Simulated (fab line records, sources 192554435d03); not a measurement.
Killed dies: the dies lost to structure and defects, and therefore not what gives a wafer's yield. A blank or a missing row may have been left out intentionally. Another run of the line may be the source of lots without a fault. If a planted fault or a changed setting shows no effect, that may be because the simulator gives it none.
One fault through the eyes of 3 desks	flow n5_finfet	every desk sees just its own numbers, and what lay behind them comes last

AT THE TOOL OWNER'S DESK: litho_track-02
The tool's own readings at N5_BEOL_M11_COAT_05 (resist thk 90 nm): means of the sampled wafers that have a number, for each lot that ran on this tool. The brackets show how far a lot's mean lies from the usual mean; more than 4 standard deviations puts the lot out of limits, marked OUT.
Columns: A = spin_speed_rpm at N5_BEOL_M11_COAT_05, usual 1500.0 rpm
lot	first seen here	A
L917	day 10 21:53	1499.1
L920	day 11 21:57	1409.9 (-82) OUT
L922	day 12 05:28	1409.0 (-83) OUT
This desk finds L920, L922 out of limits, L920 being first, at day 11 21:57 (spin_speed_rpm at N5_BEOL_M11_COAT_05). L917 stayed within limits.

THE DEFECT DESK
For each lot, the counts of the inspections along the route, averaged over the sampled wafers that have a number. The brackets show how far a lot's mean lies from the usual mean; more than 4 standard deviations puts the lot out of limits, marked OUT.
Columns: A = raw_defect_count at N5_BEOL_M10_INSPECT_58, usual 72; B = raw_defect_count at N5_BEOL_M11_INSPECT_13, usual 439
lot	first seen here	A	B
L916	day 10 11:10	64	413
L917	day 10 19:45	79	751
L920	day 11 20:35	56	475
L922	day 12 03:15	73	468
L931	day 14 12:49	68	428
L937	day 16 14:22	94	424
This desk found nothing out of limits on any of the 6 lots.

AT THE METROLOGY DESK
What the gauges read for every lot (on any tool): the sampled wafers with a number, averaged. The brackets show how far a lot's mean lies from the usual mean; more than 4 standard deviations puts the lot out of limits, marked OUT.
Columns: A = M10_THK at N5_BEOL_M10_THK_MEAS_53, usual 138.1 nm; B = M10_RS at N5_BEOL_M10_RS_MEAS_57, usual 0.1506 ohm/sq; C = M11_ILD_THK at N5_BEOL_M11_THK_MEAS_01, usual 269 nm; D = cd_nm at N5_BEOL_M11_CD_MEAS_11, usual 64.0 nm; E = M11_OVL at N5_BEOL_M11_OVL_MEAS_12, usual 0.1 nm
lot	first seen here	A	B	C	D	E
L916	day 10 11:00	137.7	0.1498	270	64.1	0.1
L917	day 10 19:35	137.3	0.1531	269	64.1	0.0
L920	day 11 20:26	136.5	0.1505	269	64.1	0.6
L922	day 12 03:05	142.6	0.1479	267	63.6	-0.2
L931	day 14 12:38	132.7	0.1547	265	64.1	0.0
L937	day 16 14:13	138.6	0.1503	268	64.5	-0.3
This desk found nothing out of limits on any of the 6 lots.

TAKEN TOGETHER
On L920, L922, at day 11 21:57, an alarm was possible from the tool owner's desk.
No out-of-limits result turned up at the defect desk.
Metrology desk: nothing out of limits seen.
The defect desk has L920, L922 on record, within its limits.
The metrology desk holds a record of L920, L922, inside its limits.
On litho_track-02, each named lot ran N5_BEOL_M11_COAT_05.

WHAT WAS PUT IN BY THE SIMULATOR
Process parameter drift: litho_track-02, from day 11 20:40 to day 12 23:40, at N5_BEOL_M11_COAT_05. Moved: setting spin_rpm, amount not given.
Struck lots among those shown: L920, L922.
Each desk's first reading out of limits, in hours after the fault started: the tool owner's desk, 1.
